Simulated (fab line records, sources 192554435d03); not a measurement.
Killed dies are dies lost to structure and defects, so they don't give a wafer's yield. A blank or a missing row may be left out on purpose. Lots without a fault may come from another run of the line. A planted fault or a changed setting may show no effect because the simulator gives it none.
fab line records | flow n5_finfet
record lots=5 wafers=15 last_day=17
route steps=1938 shown BEOL_M12@1641 PASSIVATION@1936
lots that met no fault: from a run of the same line without faults
start_h: hours from the record's first day to the start of the lot's first wafer shown | wait_h: hours since the lot's step before | " the same as in the row above | L1.1+2: a row that stands for several wafers | - no value, or no start given | * or withheld: withheld | < > ~ a bound
route shown NAME@n: a module of which the file shows steps, and the number in the route of the first | usual: mean/standard deviation of fault-free wafers | same: alike in all rows | chamber/n: place in a boat | sites: the reading at each site | _std_site: their standard deviation | _edge_site: outer sites' mean less inner sites' | radius_mm: how far each site lies from the wafer's centre | mask NAME#n: copy n | behind: the tool/chamber that last shaped the wafer | hold: why the lot was held/for how many hours/how that ended | device: the transistor (n, p or np) that didn't switch | end of line: the same wafers' tests at the end of the route | a step without rows: its recipe alone | killed: dies lost to structure and defects at the first sort, not the wafer's yield | map: a wafer's dies, x killed, . not, _ none there
set.NAME: the setting as run; set.NAME@STEP: as run at that earlier step | model.NAME: the simulator's own value behind a step, which no gauge read
lots at some steps of the route; a table a step, a row a wafer
services: from which hour (start_h, from the record's first day; less than 0 if before it) a tool's chamber was out of use, for how many hours, and why
## steps
# step N5_BEOL_M12_OCD_MEAS_35
# usual trench_depth_nm=318/4.3
# columns lot.wafer tool chamber start_h wait_h trench_depth_nm
L872.1 ocd-02 - 242.42 0.0 316
L872.2 " - " " 314
L872.5 " - " " 320
L873.3 ocd-02 - 256.51 0.0 321
L873.5 " - " " 314
L873.6 " - " " 314
L882.2 ocd-02 - 295.09 0.0 316
L882.3 " - " " 323
L882.5 " - " " 324
L886.1 ocd-02 - 328.49 0.0 320
L886.2 " - " " 318
L886.3 " - " " 311
L894.1 ocd-02 - 365.48 0.0 311
L894.5 " - " " 317
L894.6 " - " " 314
# step N5_BEOL_M12_STRIP_37
# recipe chemistry=N2/H2 power_w=1000 temp_c=250 h2_frac=0.65 overash_fraction=0.3 pressure_mtorr=withheld n2_flow_sccm=1750 h2_flow_sccm=3250
# step N5_BEOL_M12_ETCH_38
# recipe chemistry=CF4/N2 target=SiCN target_depth_a=687 taper_deg=2 time_s=73.4 ion_energy_ev=150 mask_material=SiO2 pressure_mtorr=40 source_w=430 bias_w=70 Ar_flow_sccm=100 cf4_flow_sccm=60 n2_flow_sccm=60
# usual bias_w=70.00/0.2 chamber_pressure_mTorr=40.00/0.039 drypump_motor_current_A=5.8/0.45 oes_product_au=0.80/0.074 rf_vpp_V=382.5/2 showerhead_plenum_p_Torr=2.21/0.078 throttle_valve_pct=15.40/0.27
# columns lot.wafer tool chamber start_h wait_h bias_w chamber_pressure_mTorr drypump_motor_current_A oes_product_au rf_hours_counter_h rf_vpp_V showerhead_plenum_p_Torr throttle_valve_pct
L872.1 rie_diel-06 1 243.94 - 70.27 39.99 6.0 0.70 219 379.2 2.10 15.46
L872.2 " 0 " " 70.21 39.97 5.3 0.80 105 384.6 2.32 15.53
L872.5 " 2 " " 70.09 40.02 5.8 0.87 - 383.3 2.16 15.21
L873.3 rie_diel-05 1 258.11 - 70.11 40.01 5.9 0.84 76 381.1 2.14 15.41
L873.5 " 2 " " 70.33 40.01 5.1 0.87 - 382.0 2.16 15.12
L873.6 " 0 " " 70.18 40.00 6.0 0.86 - 382.3 2.16 15.48
L882.2 rie_diel-04 3 297.77 - 70.00 40.01 5.8 0.82 66 381.9 2.23 15.33
L882.3 " 1 " " 69.90 39.95 5.3 0.78 118 384.3 2.31 15.53
L882.5 " 3 " " 70.07 40.00 5.8 0.83 - 381.7 2.23 15.31
L886.1 rie_diel-06 1 329.65 - 69.88 39.98 6.0 0.68 246 380.1 2.09 15.55
L886.2 " 3 " " 69.65 39.99 5.4 0.79 92 381.4 2.14 15.10
L886.3 " 2 " " 70.04 40.00 5.8 0.83 57 379.7 2.15 15.25
L894.1 rie_diel-05 1 365.65 - 70.27 40.04 5.9 0.79 117 379.0 2.13 15.50
L894.5 " 0 " " 70.08 40.03 6.1 0.80 - 379.8 2.15 15.57
L894.6 " 1 " " 69.87 40.01 5.9 0.79 - 381.2 2.13 15.49
# step N5_BEOL_M12_PRECLEAN_39
# recipe chemistry=residue_remover time_s=60 temp_c=40
# step N5_BEOL_M12_SRD_40
# recipe time_s=30 temp_c=23 rinse_liquid=diw dry=n2_spin spin_rpm=1500 dry_time_s=30
# step N5_BEOL_M12_DEGAS_41
# recipe ambient=vacuum temp_c=250 time_s=60
# usual heater_power_w=342/21
# columns lot.wafer tool chamber start_h wait_h heater_power_w
L872.1 pvd_sputter-02 - 244.49 0.4 378
L872.2 " - " " 325
L872.5 " - " " 365
L873.3 pvd_sputter-02 - 258.55 0.3 383
L873.5 " - " " 355
L873.6 " - " " 347
L882.2 pvd_sputter-03 - 298.32 0.4 364
L882.3 " - " " 335
L882.5 " - " " 329
L886.1 pvd_sputter-01 - 329.85 0.0 314
L886.2 " - " " 342
L886.3 " - " " 339
L894.1 pvd_sputter-01 - 365.85 0.0 337
L894.5 " - " " 310
L894.6 " - " " 331
# step N5_BEOL_M12_PRE_CLEAN_42
# recipe gas=H2/He time_s=30 temp_c=250
# usual heater_power_w=342/21
# columns lot.wafer tool chamber start_h wait_h heater_power_w
L872.1 pvd_sputter-02 - 244.53 0.0 380
L872.2 " - " " 319
L872.5 " - " " 357
L873.3 pvd_sputter-02 - 258.59 0.0 368
L873.5 " - " " 355
L873.6 " - " " 341
L882.2 pvd_sputter-03 - 298.36 0.0 376
L882.3 " - " " 334
L882.5 " - " " 340
L886.1 pvd_sputter-01 - 329.89 0.0 312
L886.2 " - " " 334
L886.3 " - " " 351
L894.1 pvd_sputter-01 - 365.89 0.0 345
L894.5 " - " " 318
L894.6 " - " " 332
# step N5_BEOL_M12_SPUTTER_43
# recipe material=TaN target_thk_a=150 temp_c=50 bias_v=168.6 power_w=15000 chamber_pressure_pa=0.12 time_s=24.19
# step N5_BEOL_M12_SPUTTER_44
# recipe material=Ta target_thk_a=100 temp_c=50 bias_v=80 power_w=15000 chamber_pressure_pa=0.07 time_s=16.13
# usual chamber_pressure_pa=0.06999/0.00014 throttle_valve_pct=30.0/1
# columns lot.wafer tool chamber start_h wait_h chamber_pressure_pa throttle_valve_pct
L872.1 pvd_sputter-02 - 244.65 0.0 0.07004 32.6
L872.2 " - " " 0.07015 31.0
L872.5 " - " " 0.0702 28.1
L873.3 pvd_sputter-02 - 258.71 0.0 0.07007 32.5
L873.5 " - " " 0.06998 28.4
L873.6 " - " " 0.06992 28.5
L882.2 pvd_sputter-03 - 298.48 0.0 0.07024 29.3
L882.3 " - " " 0.07017 30.8
L882.5 " - " " 0.06971 31.3
L886.1 pvd_sputter-01 - 330.01 0.0 0.07017 30.1
L886.2 " - " " 0.07004 30.4
L886.3 " - " " 0.06988 29.4
L894.1 pvd_sputter-01 - 366.01 0.0 0.06998 29.2
L894.5 " - " " 0.06973 30.4
L894.6 " - " " 0.07009 29.0
# step N5_BEOL_M12_SPUTTER_45
# recipe material=Cu target_thk_a=800 temp_c=-20 bias_v=60 power_w=26000 chamber_pressure_pa=0.13 time_s=13.33
# step N5_BEOL_M12_ECD_47
# recipe material=Cu target_thk_a=7200
# step N5_BEOL_M12_ANNEAL_48
# recipe temp_c=225 time_s=90 ambient=N2
# usual anneal_temp_c_max=226.44/0.29 wafer_temp_C_max=226.2/0.37
# columns lot.wafer tool chamber start_h wait_h anneal_temp_c_max wafer_temp_C_max
L872.1 rtp_anneal-02 0 244.99 0.1 226.33 226.3
L872.2 " 0 " " 226.34 226.2
L872.5 " 0 " " 226.37 226.2
L873.3 rtp_anneal-01 0 259.14 0.2 225.63 225.8
L873.5 " 0 " " 225.52 226.4
L873.6 " 0 " " 226.61 226.2
L882.2 rtp_anneal-01 0 299.19 0.5 226.24 225.9
L882.3 " 0 " " 226.30 225.6
L882.5 " 0 " " 226.25 225.6
L886.1 rtp_anneal-02 0 330.35 0.1 226.47 226.8
L886.2 " 0 " " 226.37 226.2
L886.3 " 0 " " 226.29 226.6
L894.1 rtp_anneal-02 0 366.35 0.1 226.35 226.2
L894.5 " 0 " " 226.34 226.8
L894.6 " 0 " " 226.20 226.0
# step N5_BEOL_M12_CMP_49
# recipe stop_on=SiOC t_overpolish_s=20.6 down_force_psi=1 platen_rpm=50 clearing_platen_down_force_psi=1.5 clearing_platen_rpm=50 post_cmp_clean=cu_alkaline target_thk_nm=320 clearing_platen_pad_velocity_m_s=0.99484 pad_velocity_m_s=0.99484
# usual barrier_field_endpoint_s=30.4/0.79 edge_zone_pressure_frac=0.999/0.0054 head_pressure_psi=1.0000/0.0022 motor_current_A=6.2/0.49 overpolish_run_s=20.599/0.0098 retaining_ring_pressure_frac=1.000/0.0056 slurry_flow_ml_min=150.0/0.5
# same t_overpolish_s=20.6
# columns lot.wafer tool chamber start_h wait_h barrier_field_endpoint_s edge_zone_pressure_frac head_pressure_psi motor_current_A overpolish_run_s retaining_ring_pressure_frac slurry_flow_ml_min
L872.2 cmp-01 3 245.29 0.2 30.3 1.003 0.9990 6.5 20.603 0.998 150.4
L872.1 " 0 " " 28.8 0.998 1.0003 6.2 20.591 1.001 150.2
L872.5 " 3 " " 30.2 0.994 1.0005 6.5 20.611 0.999 150.0
L873.3 cmp-03 0 259.36 0.2 30.6 0.998 1.0007 6.7 20.606 1.003 150.7
L873.6 " 0 " " 30.4 1.004 1.0021 6.3 20.613 0.990 150.1
L873.5 " 1 " " 30.2 0.990 0.9999 7.3 20.592 1.000 150.3
L882.3 cmp-01 3 299.44 0.2 31.0 1.008 0.9986 6.6 20.584 0.999 150.3
L882.2 " 0 " " 27.8 0.995 1.0880 6.4 20.598 1.002 150.4
L882.5 " 3 " " 30.6 1.010 0.9982 6.6 20.589 1.002 150.0
L886.1 cmp-03 2 330.71 0.3 31.1 0.995 0.9993 5.5 20.584 1.001 149.3
L886.3 " 3 " " 30.2 0.992 0.9992 6.1 20.582 1.003 149.8
L886.2 " 0 " " 29.3 0.996 0.9980 6.5 20.604 0.998 150.3
L894.1 cmp-02 0 366.65 0.3 30.6 1.001 0.9997 5.9 20.608 0.997 149.3
L894.5 " 0 " " 30.0 1.007 0.9993 5.7 20.598 0.993 149.2
L894.6 " 1 " " 30.6 1.003 1.0017 6.3 20.598 1.005 149.4
# step N5_PASSIVATION_PROBE_49
# usual defect_limited_yield=91.3/1.4 killed_at_M0_to_M3=33/10 killed_at_M4_up=15/6.1 killed_at_contacts=12/6.7 killed_at_front_end=39/11 killed_at_other=4/3.3 killed_dies=103/16 killed_open=68/12 killed_short=34/7.2 sort_bin_5_function=5.1/0.88 sort_bin_6_memory=3.3/0.67 sort_n_pass=1077/16 sort_yield_pct=91.3/1.4
# same gross_dies=1180 killed_at_back_side=0 sort_bin_4_leakage[%]=0 sort_bin_8_speed[%]=0
# columns lot.wafer tool chamber start_h wait_h defect_limited_yield[%] killed_at_M0_to_M3 killed_at_M4_up killed_at_contacts killed_at_front_end killed_at_other killed_dies killed_open killed_short sort_bin_5_function[%] sort_bin_6_memory[%] sort_n_pass sort_yield_pct[%]
L882.2 prober-02 - 335.51 0.1 91.4 39 13 11 37 1 101 51 47 5.1 2.9 1079 91.4
L882.3 prober-02 - 335.56 0.1 92.3 40 11 6 31 3 91 65 26 4.2 3.3 1089 92.3
L882.5 prober-02 - 335.66 0.2 92.5 45 13 3 24 4 89 51 38 5.0 2.2 1091 92.5
L886.2 prober-02 - 362.83 0.1 91.9 34 18 12 30 2 96 72 24 4.9 3.0 1084 91.9
L886.3 prober-02 - 362.88 0.1 91.9 30 17 17 27 4 95 63 32 4.9 2.7 1085 91.9
# killed by level:class
L882.2 BEOL_M2:geometric_particle:open=15 FIN_SAQP:geometric_particle:short=6 ILD0:geometric_particle:short=6 MOL_CONTACT_COAG:geometric_particle:short=6 BEOL_M0_SAQP:geometric_particle:short=6 GATE_CUT:geometric_particle:short=5 MOL_CONTACT_COAG:geometric_particle:open=5 BEOL_M7:geometric_particle:open=5
L882.3 BEOL_M2:geometric_particle:open=12 FIN_SAQP:geometric_particle:open=10 BEOL_M0_SAQP:geometric_particle:short=9 BEOL_M0_SAQP:geometric_particle:open=7 MOL_CONTACT_COAG:geometric_particle:open=6 BEOL_M3:geometric_particle:open=5 FIN_SAQP:geometric_particle:short=4 DUMMY_GATE:geometric_particle:open=4
L882.5 BEOL_M0_SAQP:geometric_particle:short=10 BEOL_M3:geometric_particle:short=8 BEOL_M1:geometric_particle:open=6 BEOL_M4:geometric_particle:open=6 ILD0:geometric_particle:short=5 BEOL_M0_SAQP:geometric_particle:open=5 BEOL_M0:geometric_particle:open=5 BEOL_M2:geometric_particle:open=5
L886.2 BEOL_M4:geometric_particle:open=13 MOL_CONTACT_COAG:geometric_particle:open=11 BEOL_M1:geometric_particle:open=8 FIN_SAQP:geometric_particle:short=7 BEOL_M2:geometric_particle:open=7 STI_FIN_REVEAL:geometric_particle:open=5 BEOL_M0_SAQP:geometric_particle:open=5 BEOL_M0_SAQP:geometric_particle:short=5
L886.3 MOL_CONTACT_COAG:geometric_particle:open=13 BEOL_M4:geometric_particle:open=12 BEOL_M0_SAQP:geometric_particle:open=8 STI_FIN_REVEAL:geometric_particle:open=7 BEOL_M2:geometric_particle:open=7 BEOL_M0_SAQP:geometric_particle:short=6 BEOL_M1:geometric_particle:short=5 FIN_SAQP:geometric_particle:open=4
## services
# columns tool chamber start_h hours kind
rie_diel-04 3 224.03 4.5 repair
rie_diel-06 - 225.76 0.7 repair
cmp-03 - 229.51 4.0 pm
cmp-03 - 233.51 - consumable_replace:conditioner
cmp-03 - 233.51 - consumable_replace:pad
rie_diel-04 3 235.85 2.8 repair
cmp-01 - 269.07 5.5 pm
rie_diel-05 - 270.27 0.2 repair
cmp-02 - 272.53 9.4 pm
cmp-03 - 279.06 0.5 repair
pvd_sputter-02 - 281.56 1.6 repair
cmp-02 - 293.32 24.6 pm
rie_diel-04 3 294.87 1.6 repair
rie_diel-04 0 297.11 5.5 repair
cmp-02 - 324.02 1.0 repair
cmp-01 - 327.32 4.0 pm
cmp-02 - 329.46 0.5 repair
cmp-01 - 331.32 - consumable_replace:conditioner
cmp-01 - 331.32 - consumable_replace:pad
rie_diel-06 1 343.84 - clean
rie_diel-06 1 343.84 - consumable_replace:focus_ring
cmp-03 - 344.57 0.5 repair
cmp-02 - 356.87 7.2 pm
cmp-01 - 365.12 2.9 repair
## key
first_sign step=N5_BEOL_M12_CMP_49 reading=head_pressure_psi direction=up sigmas=40 usual=1.0000 struck=1.0880
effect step=N5_BEOL_M12_CMP_49 reading=barrier_field_endpoint_s direction=down sigmas=3.4 usual=30.4 struck=27.8
met_at N5_BEOL_M12_CMP_49
struck_wafers L882.2
onset_between 245.29 299.44
fault kind=process_parameter_drift tool=cmp-01 chamber=0 onset_h=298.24 steps=N5_BEOL_M12_CMP_49 channel=down_force_psi offset=0.088745 shape=step end_h=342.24 acts_in=these_recipes_only stated=1
